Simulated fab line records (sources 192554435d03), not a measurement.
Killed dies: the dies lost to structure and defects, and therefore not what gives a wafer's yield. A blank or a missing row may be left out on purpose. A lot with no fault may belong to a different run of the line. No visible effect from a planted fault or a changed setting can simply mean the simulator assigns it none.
The tool behind it: which one?    flow n5Finfet    23 lots, 69 wafers sampled, at 2 steps of a route of 1938

## WHAT THE GAUGES READ, wafer by wafer
N5_BEOL_M4_RS_MEAS_58: uses a four-point probe to measure. Usual: M4_RS typically reads 0.67 ohm/sq, with standard deviation 0.032.
lot   measured      on            M4_RS (ohm/sq)  flag
L074  day 7 23:08   filmMetro-02  0.69 0.67 0.65  
L076  day 8 02:08   filmMetro-02  0.64 0.69 0.68  
L077  day 8 17:25   filmMetro-02  0.66 0.60 0.66  
L078  day 8 17:50   filmMetro-02  0.71 0.64 0.68  
L079  day 9 00:44   filmMetro-01  0.66 0.67 0.70  
L080  day 9 10:26   filmMetro-02  0.69 0.73 0.70  
L081  day 9 18:39   filmMetro-01  0.67 0.64 0.63  
L082  day 9 20:29   filmMetro-01  0.63 0.63 0.62  
L084  day 10 01:05  filmMetro-02  0.67 0.63 0.67  
L083  day 10 02:56  filmMetro-02  0.69 0.70 0.72  
L085  day 10 11:25  filmMetro-01  0.63 0.66 0.63  
L087  day 11 09:33  filmMetro-02  0.65 0.65 0.64  
L086  day 11 11:43  filmMetro-01  0.69 0.74 0.67  
L088  day 11 15:12  filmMetro-02  0.64 0.68 0.65  
L089  day 12 11:02  filmMetro-02  0.71 0.70 0.73  
L093  day 12 12:40  filmMetro-01  0.67 0.66 0.64  
L090  day 12 12:46  filmMetro-01  0.63 0.65 0.62  
L091  day 12 15:34  filmMetro-02  0.70 0.66 0.68  
L092  day 12 17:11  filmMetro-02  0.69 0.72 0.69  
L095  day 13 14:31  filmMetro-02  0.68 0.68 0.71  
L094  day 13 19:30  filmMetro-02  0.74 0.70 0.73  
L097  day 14 00:58  filmMetro-02  0.71 0.73 0.73  
L096  day 14 08:31  filmMetro-02  0.71 0.67 0.64  

N5_BEOL_M4_INSPECT_59: inspects for defects (darkfield). Usual: rawDefectCount at 84, with a standard deviation of 26.
lot   measured      on                rawDefectCount  flag
L074  day 7 23:10   defectInspect-01  74 94 66        
L076  day 8 02:10   defectInspect-02  74 85 91        
L077  day 8 17:27   defectInspect-02  79 53 65        
L078  day 8 17:52   defectInspect-02  125 79 75       
L079  day 9 00:46   defectInspect-01  70 38 61        
L080  day 9 10:28   defectInspect-02  87 63 93        
L081  day 9 18:41   defectInspect-01  74 86 109       
L082  day 9 20:31   defectInspect-02  60 76 62        
L084  day 10 01:07  defectInspect-01  55 88 107       
L083  day 10 02:58  defectInspect-01  118 156 75      
L085  day 10 11:26  defectInspect-01  83 154 86       
L087  day 11 09:35  defectInspect-01  71 49 73        
L086  day 11 11:44  defectInspect-01  130 82 89       
L088  day 11 15:13  defectInspect-01  77 69 40        
L089  day 12 11:04  defectInspect-02  87 78 83        
L093  day 12 12:41  defectInspect-01  110 121 137     
L090  day 12 12:47  defectInspect-01  105 94 70       
L091  day 12 15:35  defectInspect-02  74 84 119       
L092  day 12 17:13  defectInspect-01  70 74 68        
L095  day 13 14:33  defectInspect-02  86 100 69       
L094  day 13 19:32  defectInspect-02  76 79 80        
L097  day 14 00:59  defectInspect-01  91 94 158       
L096  day 14 08:33  defectInspect-01  68 88 125       

## WHICH TOOL RAN EACH LOT (tool, then ch and the chambers of the sampled wafers, then the start)
No process step before these readings appears in the record.

## AS READ BY THE TOOLS THEMSELVES (means over the sampled wafers that have a number; for cases with no such wafer, the mark the record gives instead)
The record holds no such reading with a usual standard deviation.

## THE ANSWER, worked out from the rows above alone
Rule: take the mean of a lot's wafers that have a number; if it is more than 3 standard deviations from the usual mean, the lot is off. Also off: a lot with no number at a reading for which 4 or more lots have one. Any other lot the step has rows for is counted as sound. Order of review: gauges by route order, followed by the tools' own readings, for which a lot's mean as printed above is used. The first step at which some lot is off is used, and at that step the reading that is off furthest; a lot without a number counts as furthest.
No lot is off on any of the readings shown, so nothing can be concluded from this.

## WHAT THE SIMULATOR HAD INSERTED
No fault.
